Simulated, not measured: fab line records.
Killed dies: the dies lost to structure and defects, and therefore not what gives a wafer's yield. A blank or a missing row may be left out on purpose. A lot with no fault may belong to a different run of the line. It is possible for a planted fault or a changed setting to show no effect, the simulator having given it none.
fab line records	flow n5Finfet
record: lots: 10	wafers: 29	lastDay: 17
route steps=1938 shown BEOL_M10@1505
lots that met no fault: from a run of the same line without faults
startH: hours from the record's first day to the start of the lot's first wafer shown	waitH: hours from the lot's prior step to this one	" the same as in the row above	L1.1+2: several wafers, shown together as one row	- no value present, or no start provided	* or withheld: withheld	< > ~ a bound
route shown NAME@n: NAME is a module with steps in the file, n the number in the route of the first one	usual: the fault-free wafers' mean and standard deviation	same: alike in all rows	chamber/n: place in a boat	sites: per-site readings	_std_site: the values' standard deviation	_edge_site: inner sites' mean taken away from outer sites' mean	radiusMm: how far each site lies from the wafer's centre	mask NAME#n: copy n	behind: the most recent tool/chamber to have shaped the wafer	hold: what put the lot on hold/how long, in hours/how the hold closed	device: which transistor (n, p or np) failed to switch	end of line: the route-end tests of the same wafers	a step without rows: its recipe alone	killed: dies lost to structure and defects at the first sort, not the wafer's yield	map: shows each die of a wafer: x if killed, . if not, _ if none is there
set.NAME: setting as actually run; set.NAME@STEP: the setting as run at that earlier step	model.NAME: the simulator's own value behind a step, which no gauge read
steps of the route over a sample of lots; a table a step, a row a wafer
services: when a tool's chamber went out of use (startH, in hours from the record's first day, below 0 if earlier), for how many hours, and the reason
== steps ==
step: N5_BEOL_M10_DESCUM_33
recipe: chemistry: O2	timeS: 7.9	sourcePowerW: 50	biasPowerW: 20	pressureMtorr: 20	rfFrequencyHz: 2.712e+07	tempC: 40	resist: CAR-ArF	o2FlowSccm: 225
usual: drypumpMotorCurrentA: 5.9/0.53	oesProductAu: 0.80/0.074	rfVppV: 242.9/1.5	showerheadPlenumPTorr: 2.08/0.068	throttleValvePct: 20.44/0.23
lot.wafer	tool	chamber	startH	waitH	drypumpMotorCurrentA	oesProductAu	rfHoursCounterH	rfVppV	showerheadPlenumPTorr	throttleValvePct
L686.1	rieDiel-02	3	224.07	0.0	5.1	0.66	239	242.9	2.06	20.91
L686.3	"	0	"	"	5.2	0.87	40	243.2	2.05	20.01
L686.5	"	3	"	"	5.1	0.66	-	241.0	2.06	20.91
L684.3	rieDiel-04	2	224.23	0.0	5.8	0.81	88	242.4	2.03	20.52
L684.4	"	3	"	"	6.0	0.82	76	244.8	2.21	20.34
L684.5	"	3	"	"	6.0	0.83	-	244.6	2.21	20.34
L687.1	rieDiel-06	1	250.64	0.0	5.7	0.72	167	243.5	2.18	20.86
L687.3	"	3	"	"	4.9	0.78	119	244.7	2.10	20.55
L687.6	"	3	"	"	4.9	0.78	-	244.6	2.10	20.53
L690.1	rieDiel-02	1	257.65	0.0	5.5	0.69	238	243.9	2.15	20.69
L690.4	"	1	"	"	5.5	0.68	-	244.7	2.15	20.69
L690.6	"	2	"	"	6.5	0.80	-	243.4	2.10	20.54
L692.1	rieDiel-06	1	261.83	0.0	5.7	0.73	170	243.7	2.18	20.88
L692.2	"	3	"	"	4.9	0.77	124	244.5	2.10	20.54
L692.4	"	2	"	"	5.9	0.70	187	240.4	2.00	20.32
L693.3	rieDiel-04	0	271.82	0.0	6.5	0.91	24	242.9	2.06	20.34
L693.5	"	3	"	"	6.0	0.79	-	244.1	2.21	20.37
L693.6	"	0	"	"	6.5	0.90	-	242.3	2.06	20.33
L694.2	rieDiel-06	1	280.45	0.0	5.7	0.72	177	243.9	2.18	20.88
L694.4	"	0	"	"	6.8	0.75	146	241.0	2.00	20.09
L694.6	"	0	"	"	6.8	0.75	-	241.6	2.00	20.10
L700.4	rieDiel-04	1	311.73	0.0	6.0	0.86	51	243.4	2.04	20.39
L700.5	"	2	"	"	5.8	0.77	-	243.6	2.02	20.56
L704.1	rieDiel-04	1	337.56	0.0	5.9	0.85	60	243.6	2.03	20.40
L704.3	"	2	"	"	5.9	0.76	129	241.4	2.02	20.59
L704.4	"	0	"	"	6.5	0.87	47	242.4	2.05	20.37
L706.1	rieDiel-06	3	354.90	0.0	4.9	0.75	157	244.5	2.08	20.60
L706.4	"	2	"	"	5.9	0.69	219	241.4	1.99	20.35
L706.5	"	2	"	"	5.9	0.68	-	240.9	1.99	20.36
step: N5_BEOL_M10_STRIP_77
recipe: chemistry: N2/H2	timeS: 10	powerW: 450	tempC: 40	pressureMtorr: 20	rfFrequencyHz: 6e+07	biasPowerW: 7	n2FlowSccm: 200	h2FlowSccm: 200
usual: drypumpMotorCurrentA: 5.9/0.53	h2FlowSccm: 200.0/0.51	oesProductAu: 0.80/0.073	rfVppV: 59.1/0.85	showerheadPlenumPTorr: 2.52/0.082	throttleValvePct: 23.7/0.3
lot.wafer	tool	chamber	startH	waitH	drypumpMotorCurrentA	h2FlowSccm	oesProductAu	rfHoursCounterH	rfVppV	showerheadPlenumPTorr	throttleValvePct
L686.1	rieDiel-02	3	-	-	5.1	200.8	0.66	239	57.9	2.51	24.4
L686.3	"	0	"	"	5.3	200.2	0.87	40	59.2	2.48	23.5
L686.5	"	3	"	"	5.1	200.2	0.66	-	57.2	2.51	24.4
L684.3	rieDiel-04	2	-	-	5.8	199.8	0.81	88	57.4	2.46	23.8
L684.4	"	3	"	"	6.0	199.5	0.82	77	61.7	2.68	23.6
L684.5	"	3	"	"	6.0	199.2	0.82	-	59.8	2.68	23.6
L687.1	rieDiel-06	1	-	-	5.7	200.4	0.72	167	58.5	2.64	24.1
L687.3	"	3	"	"	4.9	200.3	0.77	120	58.7	2.56	24.1
L687.6	"	3	"	"	4.9	200.2	0.78	-	59.9	2.56	24.1
L690.1	rieDiel-02	1	-	-	5.5	199.5	0.69	238	58.9	2.62	24.0
L690.4	"	1	"	"	5.5	200.0	0.69	-	59.9	2.62	24.0
L690.6	"	2	"	"	6.5	199.6	0.80	-	59.7	2.56	23.8
L692.1	rieDiel-06	1	-	-	5.7	200.2	0.72	171	59.2	2.64	24.1
L692.2	"	3	"	"	4.9	199.4	0.77	124	59.9	2.55	24.1
L692.4	"	2	"	"	5.9	199.8	0.70	187	59.0	2.42	23.4
L693.3	rieDiel-04	0	-	-	6.5	199.6	0.92	24	59.2	2.48	23.3
L693.5	"	3	"	"	6.1	200.3	0.80	-	59.8	2.67	23.6
L693.6	"	0	"	"	6.5	200.8	0.91	-	60.3	2.48	23.3
L694.2	rieDiel-06	1	-	-	5.7	199.6	0.71	177	59.7	2.64	24.2
L694.4	"	0	"	"	6.8	200.0	0.75	146	57.8	2.44	23.3
L694.6	"	0	"	"	6.9	199.7	0.75	-	57.7	2.44	23.2
L700.4	rieDiel-04	1	-	-	6.0	199.0	0.85	51	59.6	2.48	23.6
L700.5	"	2	"	"	5.9	199.7	0.77	-	58.2	2.45	23.9
L704.1	rieDiel-04	1	-	-	5.9	201.1	0.84	60	59.6	2.47	23.6
L704.3	"	2	"	"	5.9	200.3	0.77	129	59.2	2.44	23.9
L704.4	"	0	"	"	6.6	200.2	0.87	47	58.7	2.47	23.4
L706.1	rieDiel-06	3	-	-	4.9	200.2	0.74	157	59.7	2.54	24.1
L706.4	"	2	"	"	6.0	200.0	0.68	220	58.9	2.40	23.4
L706.5	"	2	"	"	6.0	200.1	0.68	-	58.0	2.40	23.4
step: N5_BEOL_M10_ALD_74
recipe: material: TaN	targetThkA: 20	tempC: 275	aldPrecursorFamily: PDMAT	aldCoReactant: NH3	pressureTorr: 3	carrierFlowSccm: 1500	pulseTimeS: 2	purgeTimeS: 3	coReactantPurgeTimeS: 2	coReactantPulseTimeS: 3	aldCycles: 40	precursorVesselTempC: 75	precursorVesselPressureTorr: 26.25	precursorVesselCarrierSccm: 1000
usual: heaterPowerW: 433/53
same: pulseTimeS: 2
lot.wafer	tool	chamber	startH	waitH	heaterPowerW
L686.1	aldMetal-04	1	225.43	0.0	500
L686.3	"	2	"	"	485
L686.5	"	1	"	"	490
L684.3	aldMetal-04	3	226.05	0.1	489
L684.4	"	1	"	"	480
L684.5	"	2	"	"	509
L687.1	aldMetal-04	2	251.87	0.0	497
L687.3	"	3	"	"	487
L687.6	"	2	"	"	488
L690.1	aldMetal-04	2	258.94	0.0	487
L690.4	"	3	"	"	492
L690.6	"	2	"	"	502
L692.1	aldMetal-04	2	263.51	0.0	490
L692.2	"	0	"	"	407
L692.4	"	3	"	"	494
L693.3	aldMetal-04	1	273.16	0.3	496
L693.5	"	3	"	"	492
L693.6	"	2	"	"	497
L694.2	aldMetal-02	2	281.89	0.3	432
L694.4	"	0	"	"	433
L694.6	"	1	"	"	474
L700.4	aldMetal-03	1	312.86	0.0	441
L700.5	"	2	"	"	421
L704.1	aldMetal-03	2	339.16	0.0	419
L704.3	"	3	"	"	323
L704.4	"	0	"	"	372
L706.1	aldMetal-03	0	356.59	0.1	370
L706.4	"	2	"	"	420
L706.5	"	3	"	"	318
step: N5_BEOL_M10_CMP_52
recipe: stopOn: SiCOH_lowk	tOverpolishS: 7	downForcePsi: 1	platenRpm: 50	clearingPlatenDownForcePsi: 1.5	clearingPlatenRpm: 50	postCmpClean: cuAlkaline	targetThkNm: 140	clearingPlatenPadVelocityMS: 0.99484	padVelocityMS: 0.99484
usual: barrierFieldEndpointS: 28.9/0.67	motorCurrentA: 6.2/0.67	overpolishRunS: 6.999/0.0089	timeToEndpointS: 66.3/2.6
lot.wafer	tool	chamber	startH	waitH	barrierFieldEndpointS	motorCurrentA	overpolishRunS	timeToEndpointS
L686.1	cmp-01	0	226.87	0.3	28.7	6.3	6.997	68.7
L686.3	"	1	"	"	28.9	5.7	6.996	66.4
L686.5	"	3	"	"	29.2	5.8	7.001	63.7
L684.3	cmp-03	2	227.11	0.2	28.5	5.7	6.993	63.3
L684.4	"	0	"	"	29.4	5.5	7.008	67.2
L684.5	"	2	"	"	28.2	5.8	6.988	63.5
L687.3	cmp-03	2	253.08	0.2	27.8	5.8	7.006	65.7
L687.1	"	3	"	"	28.9	6.7	7.010	66.7
L687.6	"	1	"	"	28.8	6.0	6.996	68.0
L690.1	cmp-03	1	260.59	0.3	29.9	6.0	7.015	69.0
L690.4	"	2	"	"	29.0	5.9	7.003	65.2
L690.6	"	0	"	"	29.7	5.6	7.009	67.0
L692.4	cmp-03	3	265.22	0.1	30.8	6.7	6.995	74.4
L692.2	"	0	"	"	29.9	5.4	7.008	72.7
L692.1	"	2	"	"	29.0	5.6	6.997	67.4
L693.3	cmp-03	3	274.50	0.3	28.8	6.8	6.997	67.5
L693.6	"	0	"	"	29.1	5.3	7.014	67.1
L693.5	"	1	"	"	28.8	6.0	6.994	66.5
L694.4	cmp-04	1	283.40	0.2	26.9	7.9	7.000	60.6
L694.2	"	3	"	"	27.5	6.3	7.004	63.8
L694.6	"	1	"	"	27.6	7.8	6.980	61.9
L700.4	cmp-03	0	314.00	0.2	30.1	5.3	6.994	67.1
L700.5	"	2	"	"	16.5	5.8	7.007	37.9
L704.3	cmp-04	3	340.60	0.2	29.5	5.8	7.000	69.4
L704.1	"	0	"	"	29.0	6.0	6.986	67.5
L704.4	"	1	"	"	28.7	7.3	6.989	67.0
L706.4	cmp-01	1	357.99	0.1	28.6	6.0	7.003	66.3
L706.1	"	0	"	"	28.4	6.3	6.997	68.8
L706.5	"	2	"	"	28.1	5.1	6.985	62.8
== services ==
tool	chamber	startH	hours	kind
aldMetal-02	-	201.78	6.0	pm
rieDiel-04	1	209.25	5.5	repair
aldMetal-02	0	223.66	15.9	repair
rieDiel-04	0	234.06	1.5	repair
cmp-03	-	240.49	0.4	repair
cmp-04	-	265.89	4.0	pm
cmp-03	-	281.07	4.0	pm
cmp-03	-	285.07	-	consumableReplace:conditioner
cmp-03	-	285.07	-	consumableReplace:pad
cmp-04	-	288.90	1.0	repair
cmp-01	-	304.58	3.6	pm
cmp-01	-	308.18	7.7	pm
aldMetal-02	-	331.92	0.4	repair
aldMetal-04	-	337.41	14.0	pm
aldMetal-04	0	337.41	14.0	ventCycle
aldMetal-04	1	337.41	14.0	ventCycle
aldMetal-04	2	337.41	14.0	ventCycle
aldMetal-04	3	337.41	14.0	ventCycle
rieDiel-04	1	342.58	5.9	repair
aldMetal-04	0	351.41	-	clean
aldMetal-04	1	351.41	-	clean
aldMetal-04	2	351.41	-	clean
aldMetal-04	3	351.41	-	clean
rieDiel-04	3	353.66	5.1	repair
== key ==
firstSign: step: N5_BEOL_M10_CMP_52	reading: barrierFieldEndpointS	direction: down	sigmas: 18	usual: 28.9	struck: 16.5
effect: step: N5_BEOL_M10_CMP_52	reading: timeToEndpointS	direction: down	sigmas: 11	usual: *	struck: *
metAt N5_BEOL_M10_CMP_52
struckLots L700
struckWafers L700.5
notActingAt N5_BEOL_M10_DESCUM_33,N5_BEOL_M10_STRIP_77,N5_BEOL_M10_ALD_74
onsetBetween 274.50 314.00
fault: kind: processParameterDrift	tool: cmp-03	chamber: -	onsetH: 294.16	steps: N5_BEOL_M10_CMP_52	channel: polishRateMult	offset: 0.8	shape: step	endH: 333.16	scope: struckWafersOnly
